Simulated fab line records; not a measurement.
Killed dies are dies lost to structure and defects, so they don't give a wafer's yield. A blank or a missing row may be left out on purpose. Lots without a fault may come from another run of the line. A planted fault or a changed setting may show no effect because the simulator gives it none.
Lot-split experiment || flow n5-finfet || 21 wafers read from 7 lots, route of 1938 steps

== ABOUT THE SPLIT ==
At N5_GATE_CUT_COAT_07 (resist thk 30 nm), the setting spin-rpm was moved away from the recipe's 1500 rpm on 8 of the 21 wafers read, by -10.4% to +8.8%. All remaining wafers had this setting at the recipe value.

The file shows no step between the split and the reading.

== THE READING ==
CAR-EUV_of_GATE_CUT_COAT_07.thk-nm (the simulator's own value, which no gauge read), in nm, at N5_GATE_CUT_DESCUM_18 (chemistry O2, time 7 s). There is no usual value for it anywhere in the file. Here, 13 wafers ran the recipe; their average is 26.2 nm with a standard deviation of 0.26 nm.

{"wafer": "L075.2", "tool, chamber at the split": "litho-track-03, 0", "spin-rpm as run, rpm": 1500, "against the recipe": "recipe", "CAR-EUV_of_GATE_CUT_COAT_07.thk-nm, nm": 26, "against lot-mates on the recipe": "-"}
{"wafer": "L075.3", "tool, chamber at the split": "litho-track-03, 0", "spin-rpm as run, rpm": 1451, "against the recipe": "-3.3%", "CAR-EUV_of_GATE_CUT_COAT_07.thk-nm, nm": 27, "against lot-mates on the recipe": "+0.7"}
{"wafer": "L075.6", "tool, chamber at the split": "litho-track-03, 0", "spin-rpm as run, rpm": 1500, "against the recipe": "recipe", "CAR-EUV_of_GATE_CUT_COAT_07.thk-nm, nm": 26.6, "against lot-mates on the recipe": "-"}
{"wafer": "L081.2", "tool, chamber at the split": "litho-track-02, 0", "spin-rpm as run, rpm": 1401, "against the recipe": "-6.6%", "CAR-EUV_of_GATE_CUT_COAT_07.thk-nm, nm": 27.6, "against lot-mates on the recipe": "+1.0"}
{"wafer": "L081.3", "tool, chamber at the split": "litho-track-02, 0", "spin-rpm as run, rpm": 1401, "against the recipe": "-6.6%", "CAR-EUV_of_GATE_CUT_COAT_07.thk-nm, nm": 27.2, "against lot-mates on the recipe": "+0.6"}
{"wafer": "L081.6", "tool, chamber at the split": "litho-track-02, 0", "spin-rpm as run, rpm": 1500, "against the recipe": "recipe", "CAR-EUV_of_GATE_CUT_COAT_07.thk-nm, nm": 26.6, "against lot-mates on the recipe": "-"}
{"wafer": "L082.2", "tool, chamber at the split": "litho-track-02, 0", "spin-rpm as run, rpm": 1500, "against the recipe": "recipe", "CAR-EUV_of_GATE_CUT_COAT_07.thk-nm, nm": 26, "against lot-mates on the recipe": "-"}
{"wafer": "L082.6", "tool, chamber at the split": "litho-track-02, 0", "spin-rpm as run, rpm": 1500, "against the recipe": "recipe", "CAR-EUV_of_GATE_CUT_COAT_07.thk-nm, nm": 26, "against lot-mates on the recipe": "-"}
{"wafer": "L082.5", "tool, chamber at the split": "litho-track-02, 0", "spin-rpm as run, rpm": 1500, "against the recipe": "recipe", "CAR-EUV_of_GATE_CUT_COAT_07.thk-nm, nm": 26.2, "against lot-mates on the recipe": "-"}
{"wafer": "L083.2", "tool, chamber at the split": "litho-track-02, 0", "spin-rpm as run, rpm": 1344, "against the recipe": "-10.4%", "CAR-EUV_of_GATE_CUT_COAT_07.thk-nm, nm": 28, "against lot-mates on the recipe": "+1.8"}
{"wafer": "L083.3", "tool, chamber at the split": "litho-track-02, 0", "spin-rpm as run, rpm": 1500, "against the recipe": "recipe", "CAR-EUV_of_GATE_CUT_COAT_07.thk-nm, nm": 26.2, "against lot-mates on the recipe": "-"}
{"wafer": "L083.4", "tool, chamber at the split": "litho-track-02, 0", "spin-rpm as run, rpm": 1344, "against the recipe": "-10.4%", "CAR-EUV_of_GATE_CUT_COAT_07.thk-nm, nm": 27.6, "against lot-mates on the recipe": "+1.4"}
{"wafer": "L086.2", "tool, chamber at the split": "litho-track-02, 0", "spin-rpm as run, rpm": 1500, "against the recipe": "recipe", "CAR-EUV_of_GATE_CUT_COAT_07.thk-nm, nm": 26, "against lot-mates on the recipe": "-"}
{"wafer": "L086.3", "tool, chamber at the split": "litho-track-02, 0", "spin-rpm as run, rpm": 1500, "against the recipe": "recipe", "CAR-EUV_of_GATE_CUT_COAT_07.thk-nm, nm": 26.2, "against lot-mates on the recipe": "-"}
{"wafer": "L086.6", "tool, chamber at the split": "litho-track-02, 0", "spin-rpm as run, rpm": 1500, "against the recipe": "recipe", "CAR-EUV_of_GATE_CUT_COAT_07.thk-nm, nm": 26.2, "against lot-mates on the recipe": "-"}
{"wafer": "L089.1", "tool, chamber at the split": "litho-track-02, 0", "spin-rpm as run, rpm": 1500, "against the recipe": "recipe", "CAR-EUV_of_GATE_CUT_COAT_07.thk-nm, nm": 26.8, "against lot-mates on the recipe": "-"}
{"wafer": "L089.5", "tool, chamber at the split": "litho-track-02, 0", "spin-rpm as run, rpm": 1500, "against the recipe": "recipe", "CAR-EUV_of_GATE_CUT_COAT_07.thk-nm, nm": 26.2, "against lot-mates on the recipe": "-"}
{"wafer": "L089.6", "tool, chamber at the split": "litho-track-02, 0", "spin-rpm as run, rpm": 1422, "against the recipe": "-5.2%", "CAR-EUV_of_GATE_CUT_COAT_07.thk-nm, nm": 27.4, "against lot-mates on the recipe": "+0.9"}
{"wafer": "L093.1", "tool, chamber at the split": "litho-track-02, 0", "spin-rpm as run, rpm": 1632, "against the recipe": "+8.8%", "CAR-EUV_of_GATE_CUT_COAT_07.thk-nm, nm": 24.8, "against lot-mates on the recipe": -1.2}
{"wafer": "L093.3", "tool, chamber at the split": "litho-track-02, 0", "spin-rpm as run, rpm": 1632, "against the recipe": "+8.8%", "CAR-EUV_of_GATE_CUT_COAT_07.thk-nm, nm": 25.4, "against lot-mates on the recipe": -0.6}
{"wafer": "L093.4", "tool, chamber at the split": "litho-track-02, 0", "spin-rpm as run, rpm": 1500, "against the recipe": "recipe", "CAR-EUV_of_GATE_CUT_COAT_07.thk-nm, nm": 26, "against lot-mates on the recipe": "-"}

THE FIT
A straight line over all 21 wafers: CAR-EUV_of_GATE_CUT_COAT_07.thk-nm changes by -0.151 nm for each +1% of spin-rpm; r = -0.94; the points scatter about the line by 0.28 nm.
The same after taking each lot's own level away (the mean of its wafers on the recipe; 21 wafers): -0.131 nm for each +1%; r = -0.94; scatter 0.23 nm.
The reading moves by 1.4 nm for the largest change in spin-rpm, on that fit.
The span of the lots' own levels, 26.00 to 26.60 nm, comes to 2.3 times the standard deviation stated above.
In other words, the slope is changed by the lot-to-lot level; the two fits disagree.
Check: for one of the wafers moved furthest among these (-10.4%), held out of the fit, the line's prediction against its lot-mates is +1.32 nm. It came out at +1.8 nm against them.

== FURTHER SPLITS ON THESE WAFERS ==
Before the reading, these wafers also passed through other splits. Each is held against what the fit with the lots' levels taken away leaves over:
{"other split on the same wafers": "N5_SD_EPI_N_PEB_07 peb-temp-c", "wafers away from the commonest value": 5, "r with CAR-EUV_of_GATE_CUT_COAT_07.thk-nm (lot level and that fit taken away)": -0.30}
{"other split on the same wafers": "N5_SD_EPI_N_ETCH_45 target-depth-a", "wafers away from the commonest value": 4, "r with CAR-EUV_of_GATE_CUT_COAT_07.thk-nm (lot level and that fit taken away)": "+0.27"}
{"other split on the same wafers": "N5_SD_EPI_P_EPI_21 time-s", "wafers away from the commonest value": 10, "r with CAR-EUV_of_GATE_CUT_COAT_07.thk-nm (lot level and that fit taken away)": -0.09}
{"other split on the same wafers": "N5_SD_ACTIVATION_LSA_01 temp-c", "wafers away from the commonest value": 4, "r with CAR-EUV_of_GATE_CUT_COAT_07.thk-nm (lot level and that fit taken away)": -0.50}

== THE WHOLE CHAIN: every reading that the file lists as answering this split, in the file's order ==
{"step": "N5_GATE_CUT_COAT_07", "what it does": "resist thk 30 nm", "reading": "CAR-EUV_of_GATE_CUT_COAT_07.thk-nm (the simulator's own value, which no gauge read)", "change (the file's fit)": "-0.152 nm for each +1% of the setting", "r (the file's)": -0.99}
{"step": "N5_GATE_CUT_DESCUM_18", "what it does": "chemistry O2, time 7 s", "reading": "CAR-EUV_of_GATE_CUT_COAT_07.thk-nm (the simulator's own value, which no gauge read)", "change (the file's fit)": "-0.138 nm for each +1% of the setting", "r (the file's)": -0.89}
{"step": "N5_GATE_CUT_ETCH_28", "what it does": "etches underlayer in N2/H2, target depth 13 nm, time 10.4 s", "reading": "CAR-EUV_of_GATE_CUT_COAT_07.thk-nm (the simulator's own value, which no gauge read)", "change (the file's fit)": "-0.147 nm for each +1% of the setting, in a fit together with time-s@GATE_CUT_DESCUM_18", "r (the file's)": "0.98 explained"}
{"step": "N5_GATE_CUT_ETCH_36", "what it does": "etches SiARC in CF4, target depth 13 nm, time 21.7 s", "reading": "CAR-EUV_of_GATE_CUT_COAT_07.thk-nm (the simulator's own value, which no gauge read)", "change (the file's fit)": "-0.154 nm for each +1% of the setting, in a fit together with time-s@GATE_CUT_DESCUM_18", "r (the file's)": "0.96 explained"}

== FILE'S OWN FIT ==
CAR-EUV_of_GATE_CUT_COAT_07.thk-nm changes by -0.138 nm for each +1% of spin-rpm, r = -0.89.
